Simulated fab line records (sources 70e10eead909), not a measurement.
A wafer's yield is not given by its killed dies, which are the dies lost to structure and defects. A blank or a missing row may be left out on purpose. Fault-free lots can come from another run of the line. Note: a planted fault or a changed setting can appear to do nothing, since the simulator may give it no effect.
Problem report, 8D (eight disciplines) form, completed by code + flow nand_harc + the parts of the form that need people (team, actions taken, sign-off) are left out

## 1. THE ISSUE
Mean of heater_power_total_W at NHARC_A_CONTACT_SOFTBAKE_64: 323.08 W across 9 wafers in 3 lots; on wafers with no fault it is 188.43 W (standard deviation 0.13). That is +99 or more standard deviations from the usual mean.
The step: time 55 s.
Earliest sighting: wafer L856.1 on litho_track-01 at day 24 06:00. The record has a number at this step for 39 wafers belonging to 13 lots. The rule behind "out" and "out of limits": a value lying over 4 standard deviations away from the usual mean. All remaining wafers that have a number are taken as sound.

## 2. WHAT IT IS, AND WHAT IT ISN'T
| question                    | is                     | is not                                                                                             |
|-----------------------------|------------------------|----------------------------------------------------------------------------------------------------|
| which readings at this step | heater_power_total_W   | -                                                                                                  |
| which lots                  | L856, L858, L860       | L853, L854, L855, L857, L868, L870, L872, L873, L874, L875                                         |
| which wafers of those lots  | all that have a number | -                                                                                                  |
| read on which tools         | litho_track-01         | litho_track-04                                                                                     |
| when                        | from day 24 06:00      | up to then (12 sound wafers); but 18 sound wafers of L868, L870, L872, L873, L874, L875 came after |

## 3. WHAT RULES OUT EACH SUSPECT
Counting: a tool stays on the suspect list if, at a process step up to the reading, it processed all lots that are out and no sound lot following the first of them.
- litho_track-01 at NHARC_A_CONTACT_SOFTBAKE_64 (time 55 s): ruled out as a lasting fault. The sound lots L868, L872, L874 went through it after L856, its earliest lot that is out (day 24 06:00).
Left after counting: nothing in the record.

## 4. THE CAUSE (what the simulator had put in)
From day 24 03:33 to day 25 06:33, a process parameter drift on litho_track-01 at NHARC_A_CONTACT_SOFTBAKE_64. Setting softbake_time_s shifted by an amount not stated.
Counting ruled it out, wrongly.

## 5. SEQUENCE OF EFFECTS, ordered by route
One row per reading whose mean, taken over the struck wafers that have a number, lies over 3 standard deviations from the usual. Readings are gone through only where the record gives a usual standard deviation; hours: the median, over the lots, of the time from a lot's start at the first step in this table giving one to that lot's start at this step; sigmas: the change measured in usual standard deviations.
| hours | step                        | reading              | usual    | on struck wafers | change  | sigmas      |
|-------|-----------------------------|----------------------|----------|------------------|---------|-------------|
| 0     | NHARC_A_CONTACT_SOFTBAKE_64 | heater_power_total_W | 188.43 W | 323.08           | +134.65 | +99 or more |
It contains these process steps:
- NHARC_A_CONTACT_SOFTBAKE_64: time 55 s.
At these later measuring or inspecting steps, every struck wafer for which the step has a row has a number for every such reading, and none has moved that far: NHARC_END_SORT_01.

## 6. WHAT WOULD HAVE CAUGHT IT SOONER
2 hours passed between the start of the fault at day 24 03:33 and the first reading out of limits in this record, taken at day 24 06:00.
